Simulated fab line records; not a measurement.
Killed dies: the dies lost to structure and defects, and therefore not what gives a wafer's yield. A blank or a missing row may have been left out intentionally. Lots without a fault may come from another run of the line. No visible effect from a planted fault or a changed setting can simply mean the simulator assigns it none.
fab line records -- flow nandHarc
record lots=6, wafers=18, lastDay=32
route steps=1302 shown P_M0@278 P_M1@285 END@1302
lots with no fault: from the same line, run without faults
startH: start of the lot's first displayed wafer, in hours after the record's first day -- waitH: hours since the lot's step before -- " same as the row above -- L1.1+2: several wafers, shown together as one row -- - no value, or no start was given -- * or withheld: withheld -- < > ~ a bound
route shown NAME@n: a module of which the file shows steps, and the number in the route of the first -- usual: average and standard deviation across the fault-free wafers -- same: alike in all rows -- chamber/n: place in a boat -- sites: per-site readings -- _std_site: standard deviation across them -- _edge_site: the outer-site mean with the inner-site mean subtracted -- radiusMm: how far each site lies from the wafer's centre -- mask NAME#n: copy n -- behind: the most recent tool/chamber to have shaped the wafer -- hold: cause of the lot's hold/its duration in hours/its outcome -- device: names the non-switching transistor (n, p or np) -- end of line: tests run on the same wafers once the route is complete -- a step given without rows: its recipe and nothing more -- killed: count of dies lost to structure and defects at first sort (not the wafer's yield) -- map: a wafer's dies, x killed, . not, _ none there
set.NAME: the setting the step ran with; set.NAME@STEP: the setting that earlier step ran with -- model.NAME: the simulator's own value behind a step, which no gauge read
certain route steps with their lots: each step a table, each wafer a row
services: a tool's chamber out of use, with start hour (startH, from the record's first day; less than 0 if before it), hours out, and reason
## steps
# step NHARC_P_M0_CMP_23
# recipe tOverpolishS=20, targetThkNm=117.54
# usual motorCurrentA=12.3/1.3, timeToEndpointS=29/3.6
lot.wafer,tool,chamber,startH,waitH,motorCurrentA,timeToEndpointS
L339.3,cmp-02,0,138.62,-,11.3,27
L339.1,cmp-02,3,138.62,-,11.6,27
L339.6,cmp-02,1,138.62,-,11.3,25
L340.3,cmp-04,3,139.14,-,12.2,27
L340.5,cmp-04,1,139.14,-,13.2,34
L340.6,cmp-04,2,139.14,-,14.3,33
L343.4,cmp-03,3,177.36,-,9.7,28
L343.6,cmp-03,3,177.36,-,10.5,27
L343.5,cmp-03,0,177.36,-,15.1,26
L346.1,cmp-03,2,212.34,-,11.1,29
L346.3,cmp-03,0,212.34,-,14.0,27
L346.6,cmp-03,2,212.34,-,10.4,27
L355.2,cmp-03,2,297.23,-,11.0,29
L355.1,cmp-03,3,297.23,-,10.2,32
L355.6,cmp-03,0,297.23,-,14.8,24
L358.3,cmp-03,3,320.73,-,10.2,33
L358.4,cmp-03,0,320.73,-,13.6,28
L358.6,cmp-03,1,320.73,-,12.0,28
# step NHARC_P_M0_THK_MEAS_24
# recipe thkMeasGauge=xrf
# usual thkNm=117.7/1.7
lot.wafer,tool,chamber,startH,waitH,thkNm
L339.1,filmMetro-02,-,138.93,-,119.2
L339.3,filmMetro-02,-,138.93,-,116.7
L339.6,filmMetro-02,-,138.93,-,117.8
L340.3,filmMetro-01,-,139.40,-,116.8
L340.5,filmMetro-01,-,139.40,-,119.3
L340.6,filmMetro-01,-,139.40,-,117.3
L343.4,filmMetro-01,-,177.68,-,117.8
L343.5,filmMetro-01,-,177.68,-,116.8
L343.6,filmMetro-01,-,177.68,-,117.1
L346.1,filmMetro-02,-,212.65,-,115.8
L346.3,filmMetro-02,-,212.65,-,117.2
L346.6,filmMetro-02,-,212.65,-,118.7
L355.1,filmMetro-01,-,297.49,-,117.7
L355.2,filmMetro-01,-,297.49,-,116.7
L355.6,filmMetro-01,-,297.49,-,117.1
L358.3,filmMetro-01,-,320.99,-,119.4
L358.4,filmMetro-01,-,320.99,-,115.9
L358.6,filmMetro-01,-,320.99,-,117.4
# step NHARC_P_M0_SRD_25
# step NHARC_P_M0_INSPECT_27
# usual rawDefectCount=299/120
lot.wafer,tool,chamber,startH,waitH,rawDefectCount
L339.1,defectInspect-01,-,139.09,0.0,87
L339.3,defectInspect-01,-,139.09,0.0,165
L339.6,defectInspect-01,-,139.09,0.0,105
L340.3,defectInspect-01,-,139.55,0.0,511
L340.5,defectInspect-01,-,139.55,0.0,434
L340.6,defectInspect-01,-,139.55,0.0,532
L343.4,defectInspect-02,-,177.83,0.0,249
L343.5,defectInspect-02,-,177.83,0.0,292
L343.6,defectInspect-02,-,177.83,0.0,356
L346.1,defectInspect-02,-,212.81,0.0,301
L346.3,defectInspect-02,-,212.81,0.0,221
L346.6,defectInspect-02,-,212.81,0.0,192
L355.1,defectInspect-01,-,297.68,0.0,339
L355.2,defectInspect-01,-,297.68,0.0,273
L355.6,defectInspect-01,-,297.68,0.0,184
L358.3,defectInspect-01,-,321.14,0.0,319
L358.4,defectInspect-01,-,321.14,0.0,424
L358.6,defectInspect-01,-,321.14,0.0,475
# step NHARC_P_M0_PRE_CLEAN_31
# recipe timeS=12, tempC=370, rfPowerW=300, gas=NH3
# usual heaterPowerW=637/85, rfFwdPowerW=292.5/0.81
lot.wafer,tool,chamber,startH,waitH,heaterPowerW,rfFwdPowerW
L339.1,pecvd-03,2,139.17,0.1,597,293.3
L339.3,pecvd-03,0,139.17,0.1,768,292.8
L339.6,pecvd-03,1,139.17,0.1,608,291.3
L340.3,pecvd-03,2,139.62,0.1,649,293.8
L340.6,pecvd-03,2,139.62,0.1,659,292.2
L340.5,pecvd-03,1,139.62,0.1,543,293.1
L343.6,pecvd-04,2,177.94,0.1,645,292.8
L343.5,pecvd-04,0,177.94,0.1,587,292.3
L343.4,pecvd-04,1,177.94,0.1,706,292.9
L346.1,pecvd-04,2,212.91,0.1,595,291.3
L346.3,pecvd-04,1,212.91,0.1,652,291.5
L346.6,pecvd-04,0,212.91,0.1,519,293.0
L355.1,pecvd-01,2,297.75,0.1,569,291.5
L355.2,pecvd-01,1,297.75,0.1,655,291.0
L355.6,pecvd-01,2,297.75,0.1,544,292.7
L358.3,pecvd-04,1,321.22,0.1,618,292.7
L358.4,pecvd-04,0,321.22,0.1,488,293.4
L358.6,pecvd-04,1,321.22,0.1,628,293.8
# step NHARC_P_M0_DEP_32
# recipe targetThkA=300, tempC=370, targetThkNm=30, pressureTorr=3, flowSccm=200, rfW=450, material=SiCN
# usual heaterPowerW=577/84, rfFwdPowerW=449.1/1.3
lot.wafer,tool,chamber,startH,waitH,heaterPowerW,rfFwdPowerW
L339.1,pecvd-03,2,139.28,0.1,588,447.2
L339.3,pecvd-03,0,139.28,0.1,740,451.5
L339.6,pecvd-03,1,139.28,0.1,473,449.6
L340.3,pecvd-03,2,139.70,0.1,580,449.3
L340.6,pecvd-03,2,139.70,0.1,612,449.4
L340.5,pecvd-03,1,139.70,0.1,493,449.3
L343.6,pecvd-04,2,178.11,0.2,592,450.8
L343.5,pecvd-04,0,178.11,0.2,544,450.9
L343.4,pecvd-04,1,178.11,0.2,673,449.3
L346.1,pecvd-04,2,212.99,0.1,488,449.6
L346.3,pecvd-04,1,212.99,0.1,618,446.2
L346.6,pecvd-04,0,212.99,0.1,458,448.7
L355.1,pecvd-01,2,297.83,0.1,467,446.4
L355.2,pecvd-01,1,297.83,0.1,607,450.0
L355.6,pecvd-01,2,297.83,0.1,468,447.6
L358.3,pecvd-04,1,321.33,0.1,534,447.7
L358.4,pecvd-04,0,321.33,0.1,548,450.0
L358.6,pecvd-04,1,321.33,0.1,533,449.6
# step NHARC_P_M1_DEP_00
# recipe targetThkA=1825, targetThkNm=182.5, tempC=withheld, pressureTorr=5, flowSccm=200, rfW=600, material=SiOC
# step NHARC_P_M1_DEHYDRATE_01
# recipe tempC=150, timeS=120
# step NHARC_P_M1_HMDS_02
# recipe timeS=30
# step NHARC_P_M1_COAT_34
# recipe tempC=200, timeS=65
# step NHARC_P_M1_COAT_03
# recipe spinRpm=1500, resistThkNm=90
# step NHARC_P_M1_SOFTBAKE_04
# recipe tempC=105, timeS=55
# usual heaterPowerTotalW=188.45/0.13
lot.wafer,tool,chamber,startH,waitH,heaterPowerTotalW
L339.1,lithoTrack-01,0,140,-,188.44
L339.3,lithoTrack-01,0,140,-,188.39
L339.6,lithoTrack-01,0,140,-,188.64
L340.3,lithoTrack-04,0,140,-,188.39
L340.5,lithoTrack-04,0,140,-,188.42
L340.6,lithoTrack-04,0,140,-,188.50
L343.4,lithoTrack-01,0,179,-,188.45
L343.5,lithoTrack-01,0,179,-,188.37
L343.6,lithoTrack-01,0,179,-,188.42
L346.1,lithoTrack-06,0,213,-,188.60
L346.3,lithoTrack-06,0,213,-,188.37
L346.6,lithoTrack-06,0,213,-,188.42
L355.1,lithoTrack-04,0,298,-,177.45
L355.2,lithoTrack-04,0,298,-,177.51
L355.6,lithoTrack-04,0,298,-,177.75
L358.3,lithoTrack-04,0,322,-,177.37
L358.4,lithoTrack-04,0,322,-,177.56
L358.6,lithoTrack-04,0,322,-,177.44
# step NHARC_P_M1_EBR_05
# step NHARC_END_SORT_01
# recipe tempC=25
# usual defectLimitedYield=91.1/2.9, killedAtArray=55/19, killedAtOther=0.8/1.1, killedAtPeriphery=4.0/2.6, killedDies=60/20, killedOpen=3.4/1.7, killedShort=2.6/1.5
# same grossDies=677
lot.wafer,tool,chamber,startH,waitH,defectLimitedYield[%],killedAtArray,killedAtOther,killedAtPeriphery,killedDies,killedOpen,killedShort
L340.3,prober-02,0,572.83,3.1,87.4,84,0,1,85,2,4
L340.5,prober-02,0,574.41,3.7,89.1,66,0,8,74,4,4
L340.6,prober-02,0,575.21,4.0,88.9,68,2,5,75,5,3
L343.4,prober-02,0,620.58,3.4,89.5,67,0,4,71,4,2
L343.5,prober-02,0,621.38,3.7,88.2,75,1,4,80,6,5
L343.6,prober-02,0,622.17,4.0,89.1,70,0,4,74,6,3
L346.1,prober-01,0,652.88,2.5,93.6,33,0,10,43,3,2
L346.3,prober-01,0,654.47,3.1,93.9,38,0,3,41,3,2
L346.6,prober-01,0,656.86,4.0,93.6,41,0,2,43,1,3
# killed by level:class
L340.3 A_CHANNEL_HOLE_D1:chamberFilmFlake=30 A_SLIT:chamberFilmFlake=27 A_CHANNEL_HOLE_D2:chamberFilmFlake=9 A_CONTACT:chamberFilmFlake=6 A_M0:geometricParticle:open=2 A_STAIRCASE:chamberFilmFlake=2 A_WL_FILL:chamberFilmFlake=2 A_ONON_D1:geometricParticle:short=1
L340.5 A_CHANNEL_HOLE_D1:chamberFilmFlake=30 A_SLIT:chamberFilmFlake=24 P_GATE:chamberFilmFlake=5 A_ZERO_WELL:chamberFilmFlake=3 P_CONTACT:geometricParticle:open=2 A_WL_FILL:geometricParticle:short=2 A_CONTACT:chamberFilmFlake=2 P_CONTACT:geometricParticle:short=1
L340.6 A_SLIT:chamberFilmFlake=26 A_CHANNEL_HOLE_D1:chamberFilmFlake=24 A_CHANNEL_HOLE_D2:chamberFilmFlake=7 A_CONTACT:chamberFilmFlake=3 A_SGD_CUT:chamberFilmFlake=2 THIN_TSV:chamberFilmFlake=2 P_STI:geometricParticle:open=1 P_GATE:geometricParticle:open=1
L343.4 A_SLIT:chamberFilmFlake=25 A_CHANNEL_HOLE_D1:chamberFilmFlake=24 A_CONTACT:chamberFilmFlake=6 A_CHANNEL_HOLE_D2:chamberFilmFlake=5 A_M0:geometricParticle:open=2 P_ZERO_WELL:chamberFilmFlake=2 A_CHANNEL_FILL_D1:geometricParticle:open=1 A_DECK1_JOINT:geometricParticle:short=1
L343.5 A_CHANNEL_HOLE_D1:chamberFilmFlake=32 A_SLIT:chamberFilmFlake=28 A_CHANNEL_HOLE_D2:chamberFilmFlake=5 A_DECK1_JOINT:geometricParticle:short=2 A_CONTACT:chamberFilmFlake=2 P_GATE:geometricParticle:open=1 P_CONTACT:geometricParticle:open=1 P_M0:geometricParticle:open=1
L343.6 A_CHANNEL_HOLE_D1:chamberFilmFlake=29 A_SLIT:chamberFilmFlake=17 A_CHANNEL_HOLE_D2:chamberFilmFlake=8 A_CONTACT:chamberFilmFlake=6 A_M0:geometricParticle:open=2 P_ZERO_WELL:chamberFilmFlake=2 P_M0:geometricParticle:open=1 A_CHANNEL_HOLE_D1:geometricParticle:open=1
L346.1 A_CHANNEL_HOLE_D2:chamberFilmFlake=12 A_CHANNEL_HOLE_D1:chamberFilmFlake=7 P_ZERO_WELL:chamberFilmFlake=6 P_M1:chamberFilmFlake=3 A_DECK1_JOINT:chamberFilmFlake=2 A_SLIT:chamberFilmFlake=2 A_WL_FILL:chamberFilmFlake=2 A_CONTACT:chamberFilmFlake=2
L346.3 A_CHANNEL_HOLE_D2:chamberFilmFlake=18 A_CHANNEL_HOLE_D1:chamberFilmFlake=7 A_SLIT:chamberFilmFlake=4 A_CONTACT:chamberFilmFlake=4 P_ZERO_WELL:chamberFilmFlake=2 P_CONTACT:geometricParticle:short=1 A_ONON_D1:geometricParticle:open=1 A_CHANNEL_FILL_D1:geometricParticle:open=1
L346.6 A_CHANNEL_HOLE_D2:chamberFilmFlake=18 A_CHANNEL_HOLE_D1:chamberFilmFlake=10 A_WL_FILL:chamberFilmFlake=6 A_CONTACT:chamberFilmFlake=2 A_SGD_CUT:geometricParticle:short=1 A_WL_FILL:geometricParticle:short=1 A_CONTACT:geometricParticle:short=1 A_M0:geometricParticle:open=1
## services
tool,chamber,startH,hours,kind
pecvd-01,1,119.52,16.4,repair
cmp-04,-,121.70,8.3,repair
cmp-03,-,122.51,6.3,repair
pecvd-01,-,130.12,13.0,pm
cmp-02,-,134.50,4.0,pm
lithoTrack-01,-,155.00,7.0,pm
pecvd-04,2,157.27,12.5,repair
cmp-03,-,162.33,4.0,pm
cmp-03,-,173.72,1.4,repair
lithoTrack-06,-,179.00,7.0,pm
pecvd-03,-,185.43,13.0,pm
cmp-03,-,191.10,4.4,repair
lithoTrack-04,-,203.00,7.0,pm
cmp-04,-,209.07,4.0,pm
pecvd-03,-,209.55,0.5,repair
cmp-03,-,223.71,0.4,repair
cmp-02,-,232.50,4.0,pm
cmp-04,-,247.62,1.8,repair
cmp-03,-,260.33,4.0,pm
pecvd-04,-,269.12,13.0,pm
pecvd-01,2,308.65,4.2,repair
pecvd-01,-,311.45,13.0,pm
pecvd-04,-,313.03,0.6,repair
pecvd-04,-,319.65,0.9,repair
## key
firstSign step=NHARC_P_M1_SOFTBAKE_04, reading=heaterPowerTotalW, direction=down, sigmas=84, usual=*, struck=*
effect none on later readings
metAt NHARC_P_M1_SOFTBAKE_04
struckWafers L355.1,L355.2,L355.6,L358.3,L358.4,L358.6
onsetBetween 140 298
fault kind=processParameterDrift, tool=lithoTrack-04, chamber=-, onsetH=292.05, steps=NHARC_P_M1_SOFTBAKE_04, channel=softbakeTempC, offset=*, shape=step, endH=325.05, actsIn=*, stated=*
